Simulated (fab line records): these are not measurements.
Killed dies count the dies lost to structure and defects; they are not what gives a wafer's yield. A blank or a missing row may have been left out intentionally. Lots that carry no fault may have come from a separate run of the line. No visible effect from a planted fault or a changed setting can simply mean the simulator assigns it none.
fab line records | flow n5Finfet
[record] lots = 11 | wafers = 31 | lastDay = 18
route steps=1938 shown BEOL_M0@736 BEOL_M4@1111 PASSIVATION@1936
lots that met no fault: from a run of the same line without faults
startH: start of the lot's first displayed wafer, in hours after the record's first day | waitH: time in hours since the lot's previous step | " repeats the value in the row above | L1.1+2: several wafers, shown together as one row | - no value present, or no start provided | * or withheld: withheld | < > ~ a bound
route shown NAME@n: names a module that has steps shown in the file, with the first one's number in the route | usual: mean/standard deviation taken from wafers without a fault | same: alike in all rows | chamber/n: place in a boat | sites: readings site by site | _std_site: their standard deviation | _edge_site: mean of outer sites minus mean of inner sites | radiusMm: how far each site lies from the wafer's centre | mask NAME#n: copy n | behind: the last tool/chamber to shape the wafer | hold: what put the lot on hold/how long, in hours/how the hold closed | device: which transistor (n, p or np) failed to switch | end of line: the route-end tests of the same wafers | step lacking rows: just its recipe | killed: count of dies lost to structure and defects at first sort (not the wafer's yield) | map: the dies of a wafer, with x for killed, . for not killed, _ for no die there
set.NAME: the setting as run; set.NAME@STEP: as run at that earlier step | model.NAME: the simulator's own value behind a step, which no gauge read
route steps across a sampled set of lots; one table per step, one row per wafer
services: from which hour (startH, from the record's first day; less than 0 if before it) a tool's chamber was out of use, for how many hours, and why
[[steps]]
[step N5_BEOL_M0_SPUTTER_132]
[recipe] material = Cu | targetThkA = 40 | tempC = -20 | chamberPressurePa = 0.07 | powerW = withheld | timeS = 7.37
[usual] throttleValvePct = 29.9/1
lot.wafer | tool          | chamber | startH | waitH | throttleValvePct
L550.3    | pvdSputter-03 | -       | 123.41 | 0.0   | 29.9
L550.4    | "             | -       | "      | "     | 28.7
L550.6    | "             | -       | "      | "     | 28.8
L551.3    | pvdSputter-03 | -       | 132.00 | 0.0   | 31.5
L551.5    | "             | -       | "      | "     | 29.6
L552.1    | pvdSputter-01 | -       | 138.82 | 0.0   | 29.8
L552.4    | "             | -       | "      | "     | 29.9
L552.5    | "             | -       | "      | "     | 30.0
L553.1    | pvdSputter-01 | -       | 140.07 | 0.0   | 29.7
L553.3    | "             | -       | "      | "     | 29.3
L553.5    | "             | -       | "      | "     | 31.1
L554.2    | pvdSputter-03 | -       | 146.14 | 0.0   | 28.5
L554.3    | "             | -       | "      | "     | 29.9
L554.6    | "             | -       | "      | "     | 28.8
L555.3    | pvdSputter-01 | -       | 156.97 | 0.0   | 31.3
L555.5    | "             | -       | "      | "     | 30.9
L555.6    | "             | -       | "      | "     | 29.8
L556.1    | pvdSputter-01 | -       | 158.22 | 0.0   | 30.1
L556.3    | "             | -       | "      | "     | 29.8
L556.6    | "             | -       | "      | "     | 29.5
L557.1    | pvdSputter-03 | -       | 172.85 | 0.0   | 29.6
L557.4    | "             | -       | "      | "     | 31.7
L557.5    | "             | -       | "      | "     | 28.5
L565.5    | pvdSputter-02 | -       | 214.02 | 0.0   | 28.8
L565.6    | "             | -       | "      | "     | 31.4
L569.3    | pvdSputter-01 | -       | 242.27 | 0.0   | 29.4
L569.4    | "             | -       | "      | "     | 30.1
L569.5    | "             | -       | "      | "     | 31.0
L571.2    | pvdSputter-02 | -       | 248.18 | 0.0   | 31.4
L571.3    | "             | -       | "      | "     | 29.7
L571.4    | "             | -       | "      | "     | 29.7
[step N5_BEOL_M0_ANNEAL_133]
[recipe] tempC = 400 | timeS = 60 | ambient = vacuum
[usual] heaterPowerW = 809/85
lot.wafer | tool          | chamber | startH | waitH | heaterPowerW
L550.3    | pvdSputter-03 | -       | 123.49 | 0.0   | 794
L550.4    | "             | -       | "      | "     | 963
L550.6    | "             | -       | "      | "     | 686
L551.3    | pvdSputter-03 | -       | 132.08 | 0.0   | 719
L551.5    | "             | -       | "      | "     | 801
L552.1    | pvdSputter-01 | -       | 138.90 | 0.0   | 732
L552.4    | "             | -       | "      | "     | 805
L552.5    | "             | -       | "      | "     | 737
L553.1    | pvdSputter-01 | -       | 140.15 | 0.0   | 755
L553.3    | "             | -       | "      | "     | 861
L553.5    | "             | -       | "      | "     | 931
L554.2    | pvdSputter-03 | -       | 146.22 | 0.0   | 685
L554.3    | "             | -       | "      | "     | 802
L554.6    | "             | -       | "      | "     | 936
L555.3    | pvdSputter-01 | -       | 157.06 | 0.0   | 929
L555.5    | "             | -       | "      | "     | 928
L555.6    | "             | -       | "      | "     | 816
L556.1    | pvdSputter-01 | -       | 158.31 | 0.0   | 818
L556.3    | "             | -       | "      | "     | 872
L556.6    | "             | -       | "      | "     | 874
L557.1    | pvdSputter-03 | -       | 172.93 | 0.0   | 783
L557.4    | "             | -       | "      | "     | 718
L557.5    | "             | -       | "      | "     | 938
L565.5    | pvdSputter-02 | -       | 214.08 | 0.0   | 901
L565.6    | "             | -       | "      | "     | 692
L569.3    | pvdSputter-01 | -       | 242.35 | 0.0   | 867
L569.4    | "             | -       | "      | "     | 748
L569.5    | "             | -       | "      | "     | 924
L571.2    | pvdSputter-02 | -       | 248.26 | 0.0   | 687
L571.3    | "             | -       | "      | "     | 826
L571.4    | "             | -       | "      | "     | 816
[step N5_BEOL_M0_ANNEAL_119]
[recipe] tempC = 225 | timeS = 90 | ambient = N2
[usual] wafer_temp_C_max = 225.91/0.26
lot.wafer | tool         | chamber | startH | waitH | wafer_temp_C_max
L550.3    | rtpAnneal-02 | 0       | 123.94 | 0.1   | 226.47
L550.4    | "            | 0       | "      | "     | 226.25
L550.6    | "            | 0       | "      | "     | 226.19
L551.3    | rtpAnneal-02 | 0       | 132.52 | 0.1   | 226.10
L551.5    | "            | 0       | "      | "     | 226.30
L552.1    | rtpAnneal-02 | 0       | 139.26 | 0.1   | 225.94
L552.4    | "            | 0       | "      | "     | 226.31
L552.5    | "            | 0       | "      | "     | 226.08
L553.1    | rtpAnneal-02 | 0       | 140.61 | 0.2   | 225.51
L553.3    | "            | 0       | "      | "     | 225.80
L553.5    | "            | 0       | "      | "     | 225.62
L554.2    | rtpAnneal-01 | 0       | 146.92 | 0.4   | 225.65
L554.3    | "            | 0       | "      | "     | 225.72
L554.6    | "            | 0       | "      | "     | 225.53
L555.3    | rtpAnneal-01 | 0       | 157.54 | 0.1   | 225.85
L555.5    | "            | 0       | "      | "     | 225.86
L555.6    | "            | 0       | "      | "     | 226.00
L556.1    | rtpAnneal-02 | 0       | 159.38 | 0.7   | 225.82
L556.3    | "            | 0       | "      | "     | 225.85
L556.6    | "            | 0       | "      | "     | 226.02
L557.1    | rtpAnneal-02 | 0       | 173.28 | 0.1   | 226.01
L557.4    | "            | 0       | "      | "     | 225.81
L557.5    | "            | 0       | "      | "     | 226.31
L565.5    | rtpAnneal-02 | 0       | 214.59 | 0.2   | 225.86
L565.6    | "            | 0       | "      | "     | 225.92
L569.3    | rtpAnneal-01 | 0       | 242.80 | 0.1   | 225.68
L569.4    | "            | 0       | "      | "     | 225.51
L569.5    | "            | 0       | "      | "     | 225.58
L571.2    | rtpAnneal-01 | 0       | 249.15 | 0.6   | 226.07
L571.3    | "            | 0       | "      | "     | 225.56
L571.4    | "            | 0       | "      | "     | 225.72
[step N5_BEOL_M0_CO_CAP_123]
[recipe] material = Co | targetThkA = 20 | tempC = 200 | precursor = CCTBA/H2 | pressureTorr = 30 | timeS = 102.1
[usual] heaterPowerW = 239/29 | runLengthS = 125.2/0.65
lot.wafer | tool     | chamber | startH | waitH | heaterPowerW | runLengthS
L550.3    | cvdCo-01 | 0       | 124.53 | 0.0   | 240          | 125.1
L550.4    | "        | 0       | "      | "     | 237          | 125.1
L550.6    | "        | 2       | "      | "     | 258          | 125.6
L551.3    | cvdCo-02 | 0       | 133.16 | 0.1   | 217          | 125.6
L551.5    | "        | 0       | "      | "     | 207          | 126.1
L552.1    | cvdCo-02 | 0       | 140.11 | 0.0   | 211          | 126.0
L552.4    | "        | 1       | "      | "     | 224          | 123.9
L552.5    | "        | 0       | "      | "     | 211          | 125.6
L553.1    | cvdCo-01 | 2       | 141.27 | 0.0   | 265          | 125.2
L553.3    | "        | 1       | "      | "     | 299          | 125.2
L553.5    | "        | 1       | "      | "     | 299          | 125.2
L554.2    | cvdCo-01 | 2       | 147.55 | 0.0   | 259          | 125.9
L554.3    | "        | 0       | "      | "     | 237          | 125.3
L554.6    | "        | 1       | "      | "     | 305          | 125.5
L555.3    | cvdCo-02 | 2       | 158.55 | 0.0   | 222          | 125.1
L555.5    | "        | 2       | "      | "     | 216          | 125.1
L555.6    | "        | 1       | "      | "     | 225          | 124.0
L556.1    | cvdCo-01 | 1       | 160.06 | 0.0   | 292          | 126.3
L556.3    | "        | 0       | "      | "     | 238          | 125.3
L556.6    | "        | 0       | "      | "     | 238          | 125.2
L557.1    | cvdCo-02 | 1       | 173.95 | 0.0   | 227          | 123.8
L557.4    | "        | 0       | "      | "     | 210          | 125.9
L557.5    | "        | 1       | "      | "     | 227          | 123.9
L565.5    | cvdCo-01 | 1       | 215.13 | 0.0   | 300          | 125.3
L565.6    | "        | 0       | "      | "     | 236          | 194.4
L569.3    | cvdCo-02 | 0       | 243.38 | 0.0   | 215          | 126.5
L569.4    | "        | 0       | "      | "     | 218          | 126.2
L569.5    | "        | 1       | "      | "     | 225          | 123.8
L571.2    | cvdCo-02 | 1       | 249.78 | 0.0   | 221          | 124.4
L571.3    | "        | 2       | "      | "     | 219          | 125.2
L571.4    | "        | 2       | "      | "     | 216          | 125.5
[step N5_BEOL_M4_RC_MEAS_101]
[usual] DIBL_N = 37.5/2.5 | DIBL_P = 38/3.1 | IOFF_N = 0.19/0.059 | IOFF_P = 0.24/0.061 | ION_N = 679/16 | ION_P = 465/9.8 | SS_N = 72.0/0.8 | SS_P = 73.7/0.86 | VT_N = 248/4.5 | VT_P = -249/3.5
lot.wafer | tool      | chamber | startH | waitH | DIBL_N[mV/V] | DIBL_P[mV/V] | IOFF_N[nA/um] | IOFF_P[nA/um] | ION_N[uA/um] | ION_P[uA/um] | SS_N[mV/dec] | SS_P[mV/dec] | VT_N[mV] | VT_P[mV]
L550.3    | prober-02 | 0       | 170.07 | 0.3   | 37.3         | 38           | 0.18          | 0.23          | 677          | 459          | 72.0         | 73.5         | 250      | -250
L550.4    | "         | 0       | "      | "     | 37.3         | 40           | 0.19          | 0.27          | 675          | 465          | 72.5         | 74.2         | 248      | -248
L550.6    | "         | 0       | "      | "     | 37.4         | 38           | 0.18          | 0.22          | 676          | 460          | 72.6         | 73.8         | 255      | -252
L551.3    | prober-02 | 0       | 179.86 | 0.3   | 37.4         | 40           | 0.18          | 0.24          | 675          | 466          | 71.5         | 73.8         | 248      | -248
L551.5    | "         | 0       | "      | "     | 35.7         | 38           | 0.14          | 0.19          | 666          | 463          | 71.5         | 73.9         | 254      | -252
L552.1    | prober-01 | 0       | 188.43 | 0.0   | 35.7         | 36           | 0.15          | 0.19          | 673          | 458          | 71.9         | 72.4         | 253      | -250
L552.4    | "         | 0       | "      | "     | 33.3         | 34           | 0.11          | 0.17          | 651          | 455          | 70.6         | 71.8         | 255      | -253
L552.5    | "         | 0       | "      | "     | 37.1         | 38           | 0.18          | 0.24          | 669          | 461          | 71.6         | 73.8         | 248      | -249
L553.1    | prober-02 | 0       | 188.58 | 0.0   | 37.5         | 38           | 0.19          | 0.24          | 679          | 463          | 71.3         | 73.4         | 249      | -248
L553.3    | "         | 0       | "      | "     | 41.0         | 43           | 0.31          | 0.37          | 711          | 480          | 72.8         | 75.0         | 238      | -242
L553.5    | "         | 0       | "      | "     | 37.7         | 38           | 0.18          | 0.25          | 683          | 469          | 72.1         | 73.4         | 248      | -247
L554.2    | prober-02 | 0       | 191.94 | 0.2   | 31.0         | 28           | 0.08          | 0.12          | 644          | 452          | 70.6         | 70.8         | 259      | -255
L554.3    | "         | 0       | "      | "     | 33.5         | 33           | 0.12          | 0.18          | 679          | 467          | 69.8         | 72.5         | 253      | -251
L554.6    | "         | 0       | "      | "     | 33.7         | 35           | 0.13          | 0.19          | 672          | 462          | 70.2         | 73.0         | 250      | -250
L555.3    | prober-01 | 0       | 215.59 | 0.3   | 33.7         | 34           | 0.12          | 0.17          | 662          | 453          | 71.2         | 72.9         | 255      | -252
L555.5    | "         | 0       | "      | "     | 37.1         | 39           | 0.18          | 0.23          | 677          | 464          | 71.8         | 73.8         | 249      | -246
L555.6    | "         | 0       | "      | "     | 41.1         | 44           | 0.31          | 0.34          | 705          | 477          | 73.1         | 75.8         | 244      | -245
L556.1    | prober-02 | 0       | 221.67 | 0.0   | 35.9         | 37           | 0.16          | 0.20          | 667          | 459          | 72.3         | 73.8         | 251      | -252
L556.3    | "         | 0       | "      | "     | 37.2         | 37           | 0.19          | 0.20          | 680          | 461          | 72.0         | 73.0         | 249      | -251
L556.6    | "         | 0       | "      | "     | 33.6         | 34           | 0.11          | 0.17          | 659          | 451          | 70.9         | 73.0         | 255      | -254
L557.1    | prober-01 | 0       | 237.18 | 0.1   | 34.4         | 35           | 0.10          | 0.16          | 657          | 453          | 70.8         | 73.2         | 260      | -253
L557.4    | "         | 0       | "      | "     | 38.7         | 39           | 0.18          | 0.24          | 673          | 467          | 71.8         | 74.1         | 247      | -249
L557.5    | "         | 0       | "      | "     | 37.1         | 37           | 0.14          | 0.20          | 651          | 452          | 71.5         | 73.1         | 252      | -251
L565.5    | prober-02 | 0       | 263.29 | 0.6   | 36.4         | 37           | 0.15          | 0.20          | 679          | 466          | 72.0         | 73.8         | 252      | -252
L565.6    | "         | 0       | "      | "     | 37.9         | 40           | 0.19          | 0.24          | 689          | 471          | 72.1         | 74.0         | 248      | -248
L569.3    | prober-02 | 0       | 310.66 | 0.3   | 40.5         | 38           | 0.23          | 0.26          | 684          | 465          | 72.7         | 73.8         | 246      | -249
L569.4    | "         | 0       | "      | "     | 38.6         | 36           | 0.17          | 0.22          | 662          | 460          | 73.0         | 73.4         | 250      | -249
L569.5    | "         | 0       | "      | "     | 39.9         | 38           | 0.21          | 0.25          | 687          | 466          | 71.8         | 74.0         | 250      | -248
L571.2    | prober-02 | 0       | 312.12 | 0.2   | 37.5         | 39           | 0.18          | 0.22          | 679          | 466          | 72.5         | 73.7         | 251      | -252
L571.3    | "         | 0       | "      | "     | 34.7         | 35           | 0.13          | 0.17          | 673          | 459          | 71.5         | 73.4         | 254      | -252
L571.4    | "         | 0       | "      | "     | 37.5         | 40           | 0.19          | 0.26          | 677          | 463          | 72.1         | 74.5         | 248      | -249
[step N5_PASSIVATION_PROBE_49]
[usual] defectLimitedYield = 91.0/1.4 | killed_at_M0_to_M3 = 35/10 | killed_at_M4_up = 14/5.5 | killedAtContacts = 13/5.6 | killedAtFrontEnd = 41/11 | killedAtOther = 4/3.4 | killedDies = 106/16 | killedOpen = 68/12 | killedShort = 35/7.3 | sort_bin_4_leakage = 0.3/2.1 | sort_bin_5_function = 5.3/0.89 | sort_bin_6_memory = 3.4/0.67 | sortNPass = 1070/28 | sortYieldPct = 90.7/2.4
[same] grossDies = 1180 | killedAtBackSide = 0 | sort_bin_8_speed[%] = 0
lot.wafer | tool      | chamber | startH | waitH | defectLimitedYield[%] | killed_at_M0_to_M3 | killed_at_M4_up | killedAtContacts | killedAtFrontEnd | killedAtOther | killedDies | killedOpen | killedShort | sort_bin_4_leakage[%] | sort_bin_5_function[%] | sort_bin_6_memory[%] | sortNPass | sortYieldPct[%]
L565.5    | prober-02 | -       | 380.76 | 0.2   | 89.8                  | 56                 | 13              | 16               | 31               | 4             | 120        | 74         | 39          | 0                     | 5.8                    | 3.5                  | 1060      | 89.8
// killed by level:class
L565.5 BEOL_M0_SAQP:geometricParticle:short=20 MOL_CONTACT_COAG:geometricParticle:open=14 BEOL_M0_SAQP:geometricParticle:open=13 BEOL_M4:geometricParticle:open=7 BEOL_M1:geometricParticle:open=7 BEOL_M2:geometricParticle:open=7 DUMMY_GATE:geometricParticle:open=5 HKMG_FIN:areaEtch=5
[[services]]
tool          | chamber | startH | hours | kind
cvdCo-02      | 1       | 114.75 | -     | clean
cvdCo-02      | 1       | 114.75 | 22.0  | scheduledDown
cvdCo-02      | 1       | 114.75 | 22.0  | ventCycle
pvdSputter-01 | -       | 133.40 | 2.5   | repair
cvdCo-01      | -       | 163.02 | 0.8   | repair
[[key]]
[firstSign] step = N5_BEOL_M0_CO_CAP_123 | reading = runLengthS | direction = up | sigmas = 99+ | usual = * | struck = *
effect none on later readings
metAt N5_BEOL_M0_CO_CAP_123
struckLots L565
struckWafers L565.6
notActingAt N5_BEOL_M0_SPUTTER_132,N5_BEOL_M0_ANNEAL_133,N5_BEOL_M0_ANNEAL_119
onsetBetween 160.06 215.13
[fault] kind = processParameterDrift | tool = cvdCo-01 | chamber = - | onsetH = 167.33 | steps = N5_BEOL_M0_CO_CAP_123 | channel = timeS | offset = * | shape = step | endH = 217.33 | scope = struckWafersOnly | actsIn = * | stated = *
